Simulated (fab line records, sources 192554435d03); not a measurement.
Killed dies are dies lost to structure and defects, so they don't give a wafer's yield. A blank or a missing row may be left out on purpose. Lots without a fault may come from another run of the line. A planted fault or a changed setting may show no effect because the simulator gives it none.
Which tool did it? | flow n5_finfet | 24 lots, 72 wafers sampled, at 5 steps of a route of 1938

WHAT THE GAUGES READ, wafer by wafer
N5_BEOL_M12_THK_MEAS_50: measures by xrf.
lot  | measured     | on            | M12_THK (nm)
L075 | day 11 21:04 | film_metro-01 | 325 329 313
L074 | day 12 00:35 | film_metro-02 | 318 312 327
L076 | day 12 14:51 | film_metro-01 | 324 314 316
L077 | day 12 15:50 | film_metro-01 | 323 317 311
L078 | day 12 19:34 | film_metro-01 | 317 316 317
L079 | day 12 20:49 | film_metro-02 | 313 323 315
L080 | day 13 04:54 | film_metro-01 | 322 329 315
L083 | day 13 05:00 | film_metro-01 | 315 317 318
L081 | day 14 01:07 | film_metro-01 | 331 330 319
L084 | day 14 11:44 | film_metro-01 | 318 330 328
L082 | day 14 14:04 | film_metro-02 | 325 324 324
L088 | day 14 14:19 | film_metro-01 | 321 323 332
L085 | day 14 21:20 | film_metro-02 | 313 315 311
L086 | day 15 05:51 | film_metro-02 | 327 316 329
L087 | day 15 06:19 | film_metro-02 | 307 321 319
L089 | day 15 15:38 | film_metro-01 | 325 312 323
L092 | day 15 20:25 | film_metro-01 | 315 323 323
L090 | day 15 23:53 | film_metro-02 | 325 315 324
L091 | day 16 03:52 | film_metro-01 | 324 320 327
L093 | day 16 09:19 | film_metro-02 | 321 307 313
L094 | day 16 12:52 | film_metro-02 | 315 314 319
L095 | day 16 18:42 | film_metro-02 | 301 316 321
L096 | day 17 16:53 | film_metro-02 | 326 317 319
L097 | day 17 22:09 | film_metro-02 | 314 316 311

N5_BEOL_M13_CD_MEAS_10: target cd 190 nm.
lot  | measured     | on        | cd_nm (nm)
L075 | day 11 21:43 | cd_sem-02 | 189.3 189.9 191.3
L074 | day 12 01:14 | cd_sem-03 | 189.7 189.9 190.3
L076 | day 12 16:37 | cd_sem-01 | 192.1 191.8 193.0
L077 | day 12 16:38 | cd_sem-02 | 191.6 190.5 190.8
L078 | day 12 20:13 | cd_sem-02 | 189.1 189.9 189.7
L079 | day 12 21:28 | cd_sem-01 | 191.0 192.0 190.8
L080 | day 13 05:32 | cd_sem-01 | 190.0 191.0 190.0
L083 | day 13 05:46 | cd_sem-02 | 190.2 189.2 188.9
L081 | day 14 01:46 | cd_sem-03 | 188.1 189.1 187.0
L084 | day 14 12:30 | cd_sem-03 | 191.5 189.2 190.2
L082 | day 14 14:42 | cd_sem-01 | 190.2 189.7 190.3
L088 | day 14 15:05 | cd_sem-03 | 188.6 188.0 189.1
L085 | day 14 22:06 | cd_sem-02 | 190.9 191.7 189.7
L086 | day 15 06:37 | cd_sem-03 | 190.5 189.7 189.8
L087 | day 15 06:57 | cd_sem-02 | 190.5 190.2 189.0
L089 | day 15 16:24 | cd_sem-02 | 190.3 191.2 191.5
L092 | day 15 21:04 | cd_sem-03 | 189.3 189.3 190.8
L090 | day 16 00:40 | cd_sem-01 | 190.5 188.7 189.8
L091 | day 16 04:31 | cd_sem-03 | 191.5 191.0 188.7
L093 | day 16 10:05 | cd_sem-02 | 187.2 187.9 188.7
L094 | day 16 13:31 | cd_sem-03 | 188.1 186.6 189.4
L095 | day 16 19:28 | cd_sem-03 | 189.5 189.2 187.0
L096 | day 17 17:31 | cd_sem-03 | 187.9 187.5 188.4
L097 | day 17 22:49 | cd_sem-01 | 188.7 187.7 187.0

N5_BEOL_M13_THK_MEAS_50: measures by xrf.
lot  | measured     | on            | M13_THK (nm)
L075 | day 12 06:22 | film_metro-02 | 424 432 423
L074 | day 12 12:26 | film_metro-02 | 433 423 431
L076 | day 12 21:53 | film_metro-02 | 431 424 415
L077 | day 12 22:09 | film_metro-02 | 422 434 433
L078 | day 13 03:20 | film_metro-02 | 415 430 414
L079 | day 13 03:37 | film_metro-02 | 427 426 430
L080 | day 13 11:05 | film_metro-01 | 424 421 406
L083 | day 13 11:44 | film_metro-01 | 432 432 420
L081 | day 14 06:20 | film_metro-02 | 426 415 419
L084 | day 14 17:41 | film_metro-01 | 428 421 425
L082 | day 14 19:50 | film_metro-02 | 420 416 410
L088 | day 14 20:46 | film_metro-02 | 426 420 426
L085 | day 15 02:47 | film_metro-01 | 416 402 421
L086 | day 15 10:53 | film_metro-02 | 431 422 412
L087 | day 15 11:59 | film_metro-01 | 425 421 418
L089 | day 15 21:05 | film_metro-01 | 427 408 432
L092 | day 16 00:37 | film_metro-02 | 426 423 408
L090 | day 16 04:42 | film_metro-02 | 430 419 410
L091 | day 16 08:16 | film_metro-02 | 417 436 429
L093 | day 16 15:29 | film_metro-01 | 429 423 431
L094 | day 16 19:02 | film_metro-01 | 439 434 429
L095 | day 17 00:02 | film_metro-02 | 415 430 431
L096 | day 17 21:53 | film_metro-02 | 426 422 431
L097 | day 18 04:37 | film_metro-02 | 419 417 413

N5_BEOL_M14_THK_MEAS_01.
lot  | measured     | on            | M14_ILD_THK (nm)
L075 | day 12 06:45 | film_metro-01 | 1096 1136 1124
L074 | day 12 12:49 | film_metro-01 | 1110 1120 1119
L076 | day 12 22:16 | film_metro-01 | 1118 1127 1124
L077 | day 12 22:32 | film_metro-02 | 1121 1131 1111
L078 | day 13 03:43 | film_metro-02 | 1130 1125 1145
L079 | day 13 03:59 | film_metro-02 | 1109 1131 1134
L080 | day 13 11:33 | film_metro-01 | 1074 1117 1136
L083 | day 13 12:11 | film_metro-01 | 1139 1111 1143
L081 | day 14 06:47 | film_metro-01 | 1103 1126 1124
L084 | day 14 18:04 | film_metro-01 | 1119 1104 1134
L082 | day 14 20:13 | film_metro-02 | 1125 1091 1138
L088 | day 14 21:10 | film_metro-02 | 1141 1137 1141
L085 | day 15 03:11 | film_metro-02 | 1094 1117 1136
L086 | day 15 11:17 | film_metro-02 | 1108 1133 1100
L087 | day 15 12:22 | film_metro-01 | 1129 1124 1165
L089 | day 15 21:28 | film_metro-01 | 1099 1125 1095
L092 | day 16 01:00 | film_metro-01 | 1106 1134 1122
L090 | day 16 05:05 | film_metro-01 | 1119 1116 1147
L091 | day 16 08:39 | film_metro-01 | 1108 1103 1105
L093 | day 16 15:52 | film_metro-02 | 1100 1094 1114
L094 | day 16 19:25 | film_metro-01 | 1111 1106 1121
L095 | day 17 00:26 | film_metro-02 | 1109 1121 1135
L096 | day 17 22:16 | film_metro-02 | 1107 1102 1124
L097 | day 18 05:00 | film_metro-02 | 1110 1122 1119

WHICH TOOL RAN EACH LOT (tool, then ch and the chambers of the sampled wafers, then the start)
lot  | N5_BEOL_M13_ILD_DEP_00
L075 | pecvd-03 ch 0,1,2, day 11 21:16
L074 | pecvd-03 ch 0,1,2, day 12 00:46
L076 | pecvd-03 ch 0,1,2, day 12 15:06
L077 | pecvd-03 ch 0,1,2, day 12 16:02
L078 | pecvd-04 ch 0,1, day 12 19:45
L079 | pecvd-04 ch 0,2, day 12 21:01
L080 | pecvd-04 ch 0,1,2, day 13 05:05
L083 | pecvd-02 ch 0,2, day 13 05:11
L081 | pecvd-03 ch 0,1,2, day 14 01:19
L084 | pecvd-03 ch 0,1, day 14 11:55
L082 | pecvd-02 ch 0,1,2, day 14 14:15
L088 | pecvd-02 ch 0,1,2, day 14 14:30
L085 | pecvd-03 ch 0,1, day 14 21:31
L086 | pecvd-02 ch 0,1,2, day 15 06:02
L087 | pecvd-02 ch 0,1, day 15 06:29
L089 | pecvd-02 ch 0,1,2, day 15 15:49
L092 | pecvd-03 ch 0,2, day 15 20:37
L090 | pecvd-03 ch 0,1,2, day 16 00:05
L091 | pecvd-04 ch 0,1,2, day 16 04:04
L093 | pecvd-02 ch 1,2, day 16 09:30
L094 | pecvd-04 ch 0,1,2, day 16 13:04
L095 | pecvd-04 ch 0,1,2, day 16 18:53
L096 | pecvd-03 ch 0,1,2, day 17 17:04
L097 | pecvd-02 ch 0,1,2, day 17 22:22
- N5_BEOL_M13_ILD_DEP_00: deposits SiOC from DEMS/O2, target thk 837.92 nm, time 166.4 s.

WHAT THE TOOLS THEMSELVES READ (means of the sampled wafers that have a number; where no wafer has one, the mark that the record gives instead)
N5_BEOL_M13_ILD_DEP_00.
lot  | tool     | heater_power_w (W) | showerhead_plenum_p_Torr (Torr) | showerhead_vpp_V (V) | throttle_valve_pct (%)
L075 | pecvd-03 | 502                | 5.692                           | 1445                 | 12.2
L074 | pecvd-03 | 557                | 5.696                           | 1437                 | 12.2
L076 | pecvd-03 | 521                | 5.686                           | 1442                 | 12.3
L077 | pecvd-03 | 560                | 5.701                           | 1427                 | 12.4
L078 | pecvd-04 | 531                | 5.698                           | 1601                 | 12.1
L079 | pecvd-04 | 527                | 5.699                           | 1509                 | 11.5
L080 | pecvd-04 | 510                | 5.692                           | 1511                 | 11.6
L083 | pecvd-02 | 472                | 5.703                           | 1407                 | 11.6
L081 | pecvd-03 | 531                | 5.697                           | 1428                 | 12.2
L084 | pecvd-03 | 598                | 5.692                           | 1395                 | 12.8
L082 | pecvd-02 | 481                | 5.703                           | 1360                 | 11.9
L088 | pecvd-02 | 440                | 5.700                           | 1351                 | 12.0
L085 | pecvd-03 | 572                | 5.698                           | 1400                 | 12.6
L086 | pecvd-02 | 479                | 5.710                           | 1361                 | 12.0
L087 | pecvd-02 | 460                | 5.707                           | 1359                 | 12.2
L089 | pecvd-02 | 509                | 5.698                           | 1348                 | 12.1
L092 | pecvd-03 | 573                | 5.708                           | 1435                 | 12.4
L090 | pecvd-03 | 513                | 5.688                           | 1438                 | 12.2
L091 | pecvd-04 | 519                | 5.699                           | 1511                 | 11.8
L093 | pecvd-02 | 447                | 5.694                           | 1314                 | 12.2
L094 | pecvd-04 | 500                | 5.687                           | 1525                 | 11.6
L095 | pecvd-04 | 519                | 5.700                           | 1519                 | 11.6
L096 | pecvd-03 | 511                | 5.693                           | 1441                 | 12.4
L097 | pecvd-02 | 478                | 5.700                           | 1343                 | 12.1

THE ANSWER, worked out from the rows above alone
Rule: what is usual is taken from the lots themselves. Put in order of their means at a reading, lots are off if they are a third of the lots or fewer, leave a main group of 4 or more, and stand apart from it by a gap of 3 or more times the standard deviation of the main group's means; of several such gaps the widest counts. A main group whose means are all the same, to the digits that the tables above print for the reading, isn't used. A lot without any number at a reading at which 4 lots or more have one is off too. The other lots that the step has rows for count as sound. The gauges are gone through in route order, then the tools' own readings, and for those a lot's mean is taken as printed above. The first step at which some lot is off is used, and at that step the reading that is off furthest; a lot without a number counts as furthest.
No lot is off at any reading shown: from this, nothing can be told.

WHAT THE SIMULATOR HAD PUT IN
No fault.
